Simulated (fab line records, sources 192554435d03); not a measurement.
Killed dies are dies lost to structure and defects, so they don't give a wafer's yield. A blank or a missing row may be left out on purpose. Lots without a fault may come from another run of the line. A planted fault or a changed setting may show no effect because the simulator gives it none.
Which tool did it? | flow n5_finfet | 8 lots, 24 wafers sampled, at 5 steps of a route of 1938

WHAT THE GAUGES READ, wafer by wafer
N5_BEOL_M4_RC_MEAS_101.
lot  | measured     | on        | DIBL_N (mV/V)  | DIBL_P (mV/V)  | IOFF_N (nA/um) | IOFF_N_LONG (nA/um)        | IOFF_P (nA/um) | ION_N (uA/um) | ION_P (uA/um) | SS_N (mV/dec)  | SS_P (mV/dec)  | VT_N (mV)   | VT_N_LONG (mV)    | VT_N_LVT (mV) | VT_P (mV)
L905 | day 9 07:28  | prober-01 | 35.1 37.2 37.0 | 35.3 38.0 37.3 | 0.15 0.09 0.19 | 6.1e-05 3.78e-05 5.98e-05  | 0.22 0.27 0.26 | 687 466 687   | 473 472 470   | 71.1 72.2 71.5 | 73.1 73.1 73.8 | 246 264 245 | 271.6 292.5 272.9 | 97 114 96     | -248 -245 -247
L906 | day 10 00:09 | prober-02 | 40.4 38.3 38.9 | 39.5 36.6 38.0 | 0.10 0.18 0.20 | 3.49e-05 5.86e-05 6.01e-05 | 0.31 0.26 0.27 | 440 667 701   | 483 464 481   | 72.6 71.1 72.2 | 74.4 73.6 73.5 | 268 246 245 | 295.5 272.0 272.1 | 118 99 97     | -243 -245 -245
L915 | day 12 06:49 | prober-01 | 38.4 36.5 37.4 | 39.6 37.6 38.9 | 0.22 0.18 0.21 | 5.47e-05 5.63e-05 5.65e-05 | 0.29 0.25 0.28 | 672 695 703   | 459 473 474   | 73.0 71.3 71.7 | 74.3 74.1 74.2 | 248 248 245 | 273.5 270.8 270.7 | 97 97 95      | -246 -246 -244
L916 | day 12 10:14 | prober-01 | 38.1 39.1 36.4 | 38.7 39.5 35.6 | 0.18 0.20 0.16 | 5.16e-05 5.13e-05 5.3e-05  | 0.23 0.24 0.19 | 679 674 685   | 459 458 465   | 72.0 71.9 71.9 | 73.5 73.8 73.0 | 246 246 249 | 278.4 273.9 277.4 | 96 98 99      | -250 -250 -252
L918 | day 13 04:02 | prober-01 | 38.4 36.2 38.8 | 38.8 35.8 39.9 | 0.19 0.15 0.20 | 5.66e-05 5.69e-05 5.62e-05 | 0.27 0.22 0.29 | 677 662 677   | 475 462 469   | 71.7 71.6 72.2 | 73.7 72.5 73.6 | 246 252 248 | 274.3 273.1 273.7 | 96 100 97     | -244 -245 -245
L919 | day 13 07:53 | prober-02 | 40.7 35.8 39.5 | 41.8 35.6 41.2 | 0.23 0.14 0.22 | 5.38e-05 5.39e-05 5.31e-05 | 0.30 0.20 0.28 | 679 662 677   | 467 462 464   | 72.8 71.7 73.2 | 73.9 73.1 74.6 | 244 252 246 | 273.1 278.3 275.7 | 94 103 94     | -248 -252 -249
L920 | day 13 12:40 | prober-01 | 38.2 38.9 34.8 | 37.6 41.0 34.9 | 0.17 0.22 0.12 | 5.44e-05 5.33e-05 5.48e-05 | 0.22 0.31 0.19 | 663 688 654   | 455 470 460   | 72.4 72.6 71.5 | 73.6 74.6 73.9 | 254 244 257 | 275.5 274.5 274.9 | 102 96 107    | -252 -246 -251
L921 | day 13 13:46 | prober-02 | 38.2 37.2 34.7 | 36.8 36.0 33.0 | 0.19 0.18 0.13 | 5.81e-05 5.79e-05 5.8e-05  | 0.30 0.26 0.21 | 680 681 675   | 476 468 472   | 71.5 71.3 71.0 | 73.7 73.0 72.6 | 246 246 251 | 274.6 273.9 276.5 | 98 99 103     | -242 -246 -248

WHICH TOOL RAN EACH LOT (tool, then ch and the chambers of the sampled wafers, then the start)
lot  | N5_HKMG_FIN_ALD_36                 | N5_HKMG_FIN_ETCH_35               | N5_HKMG_FIN_ALD_91                  | N5_HKMG_FIN_ETCH_86
L905 | ald_metal-01 ch 0,1,2, day 5 20:01 | rie_diel-06 ch 0,2,3, day 5 21:36 | ald_metal-02 ch 0,1,2, day 5 22:17  | rie_diel-06 ch 0,2,3, day 5 22:37
L906 | ald_metal-03 ch 0,2,3, day 6 03:00 | rie_diel-06 ch 0,2,3, day 6 05:04 | ald_metal-03 ch 0,1,3, day 6 05:46  | rie_diel-02 ch 0,1,2, day 6 06:07
L915 | ald_metal-01 ch 1,3, day 8 11:41   | rie_diel-02 ch 0,1,3, day 8 13:14 | ald_metal-01 ch 1,2, day 8 13:55    | rie_diel-06 ch 1,2,3, day 8 14:16
L916 | ald_metal-01 ch 0,1,3, day 8 18:20 | rie_diel-06 ch 1,2,3, day 8 19:55 | ald_metal-03 ch 0,1,2, day 8 20:35  | rie_diel-06 ch 1,2,3, day 8 20:59
L918 | ald_metal-01 ch 1,2, day 9 03:11   | rie_diel-06 ch 0,1, day 9 04:52   | ald_metal-03 ch 1,3, day 9 05:32    | rie_diel-02 ch 1,2, day 9 05:52
L919 | ald_metal-01 ch 0,1,3, day 9 08:01 | rie_diel-06 ch 0,3, day 9 09:34   | ald_metal-03 ch 0,1,3, day 9 10:15  | rie_diel-02 ch 1,2,3, day 9 10:36
L920 | ald_metal-02 ch 1,3, day 9 17:40   | rie_diel-04 ch 0,1,2, day 9 19:05 | ald_metal-02 ch 2,3, day 9 19:46    | rie_diel-02 ch 0,2,3, day 9 20:11
L921 | ald_metal-01 ch 0,2, day 9 23:44   | rie_diel-02 ch 1,2, day 10 01:52  | ald_metal-02 ch 0,2,3, day 10 02:32 | rie_diel-02 ch 0,2,3, day 10 02:58
- N5_HKMG_FIN_ALD_36: deposits TiN, target thk 1 nm, pulse time 1 s, purge time 3 s.
- N5_HKMG_FIN_ETCH_35: etches SOC in N2/H2, target depth 215.8 nm, time 243.4 s.
- N5_HKMG_FIN_ALD_91: deposits TiN, target thk 1 nm, pulse time 1 s, purge time 3 s.
- N5_HKMG_FIN_ETCH_86: etches SOC in N2/H2, stops on TiN, target depth 393.2 nm.

WHAT THE TOOLS THEMSELVES READ (means of the sampled wafers that have a number; where no wafer has one, the mark that the record gives instead)
N5_HKMG_FIN_ALD_36.
lot  | tool         | heater_power_w (W) | precursor_pulse_height_rel
L905 | ald_metal-01 | 974                | 0.988
L906 | ald_metal-03 | 938                | 1.011
L915 | ald_metal-01 | 910                | 0.997
L916 | ald_metal-01 | 977                | 1.010
L918 | ald_metal-01 | 928                | 1.001
L919 | ald_metal-01 | 969                | 0.999
L920 | ald_metal-02 | 882                | 0.987
L921 | ald_metal-01 | 1069               | 0.991

N5_HKMG_FIN_ETCH_35.
lot  | tool        | bias_w (W) | chamber_pressure_mTorr (mTorr) | drypump_motor_current_A (A) | oes_product_au (a.u.) | rf_fwd_power_W (W) | rf_vpp_V (V) | run_length_s (s) | showerhead_plenum_p_Torr (Torr) | throttle_valve_pct (%)
L905 | rie_diel-06 | 4.988      | 30.00                          | 5.6                         | 0.77                  | 2991               | 141.9        | 239.9            | 2.52                            | 18.01
L906 | rie_diel-06 | 4.998      | 30.01                          | 5.6                         | 0.76                  | 2998               | 141.8        | 240.0            | 2.52                            | 18.01
L915 | rie_diel-02 | 4.995      | 30.01                          | 5.6                         | 0.77                  | 2983               | 140.7        | 266.9            | 2.51                            | 17.83
L916 | rie_diel-06 | 4.999      | 30.00                          | 5.7                         | 0.82                  | 2997               | 141.5        | 267.1            | 2.50                            | 18.02
L918 | rie_diel-06 | 4.991      | 30.03                          | 5.9                         | 0.95                  | 3005               | 141.6        | 266.6            | 2.50                            | 17.77
L919 | rie_diel-06 | 5.020      | 30.03                          | 5.6                         | 0.89                  | 2982               | 141.9        | 267.1            | 2.48                            | 17.72
L920 | rie_diel-04 | 5.007      | 29.99                          | 5.8                         | 0.72                  | 3000               | 142.3        | 266.6            | 2.52                            | 18.04
L921 | rie_diel-02 | 4.997      | 30.00                          | 5.4                         | 0.71                  | 3003               | 140.8        | 266.8            | 2.48                            | 17.72

N5_HKMG_FIN_ALD_91.
lot  | tool         | heater_power_w (W) | precursor_pulse_height_rel
L905 | ald_metal-02 | 906                | 1.018
L906 | ald_metal-03 | 998                | 1.006
L915 | ald_metal-01 | 942                | 0.983
L916 | ald_metal-03 | 983                | 1.007
L918 | ald_metal-03 | 994                | 0.982
L919 | ald_metal-03 | 992                | 1.017
L920 | ald_metal-02 | 943                | 0.999
L921 | ald_metal-02 | 913                | 1.016

N5_HKMG_FIN_ETCH_86.
lot  | tool        | bias_w (W) | chamber_pressure_mTorr (mTorr) | drypump_motor_current_A (A) | oes_product_au (a.u.) | rf_fwd_power_W (W) | rf_vpp_V (V) | showerhead_plenum_p_Torr (Torr) | throttle_valve_pct (%)
L905 | rie_diel-06 | 60.96      | 30.018                         | 5.6                         | 0.77                  | 843                | 240.0        | 2.52                            | 17.98
L906 | rie_diel-02 | 61.08      | 30.015                         | 5.5                         | 0.73                  | 843                | 241.5        | 2.56                            | 17.67
L915 | rie_diel-06 | 61.01      | 30.010                         | 5.7                         | 0.83                  | 844                | 240.1        | 2.50                            | 17.99
L916 | rie_diel-06 | 60.96      | 30.002                         | 5.7                         | 0.82                  | 843                | 240.5        | 2.50                            | 18.00
L918 | rie_diel-02 | 61.02      | 29.993                         | 5.1                         | 0.73                  | 845                | 241.2        | 2.56                            | 17.76
L919 | rie_diel-02 | 60.85      | 30.008                         | 5.2                         | 0.76                  | 845                | 240.6        | 2.52                            | 17.84
L920 | rie_diel-02 | 60.94      | 30.007                         | 5.3                         | 0.76                  | 843                | 241.4        | 2.58                            | 17.88
L921 | rie_diel-02 | 61.00      | 30.009                         | 5.3                         | 0.75                  | 841                | 241.3        | 2.58                            | 17.88

THE ANSWER, worked out from the rows above alone
Rule: what is usual is taken from the lots themselves. Put in order of their means at a reading, lots are off if they are a third of the lots or fewer, leave a main group of 4 or more, and stand apart from it by a gap of 3 or more times the standard deviation of the main group's means; of several such gaps the widest counts. A main group whose means are all the same, to the digits that the tables above print for the reading, isn't used. A lot without any number at a reading at which 4 lots or more have one is off too. The other lots that the step has rows for count as sound. The gauges are gone through in route order, then the tools' own readings, and for those a lot's mean is taken as printed above. The first step at which some lot is off is used, and at that step the reading that is off furthest; a lot without a number counts as furthest.
Off: L905, L906, at N5_BEOL_M4_RC_MEAS_101 (ION_N). The main group: mean 677 uA/um, standard deviation 7.
A tool fits if, at a process step before that reading, it ran every lot that is off, and no sound lot after the first of them. The gauges at N5_BEOL_M4_RC_MEAS_101 aren't tried: what is off there is off at N5_HKMG_FIN_ETCH_35 too, on other tools, and a gauge's error can't cause that. None of those tried fits.

WHAT THE SIMULATOR HAD PUT IN
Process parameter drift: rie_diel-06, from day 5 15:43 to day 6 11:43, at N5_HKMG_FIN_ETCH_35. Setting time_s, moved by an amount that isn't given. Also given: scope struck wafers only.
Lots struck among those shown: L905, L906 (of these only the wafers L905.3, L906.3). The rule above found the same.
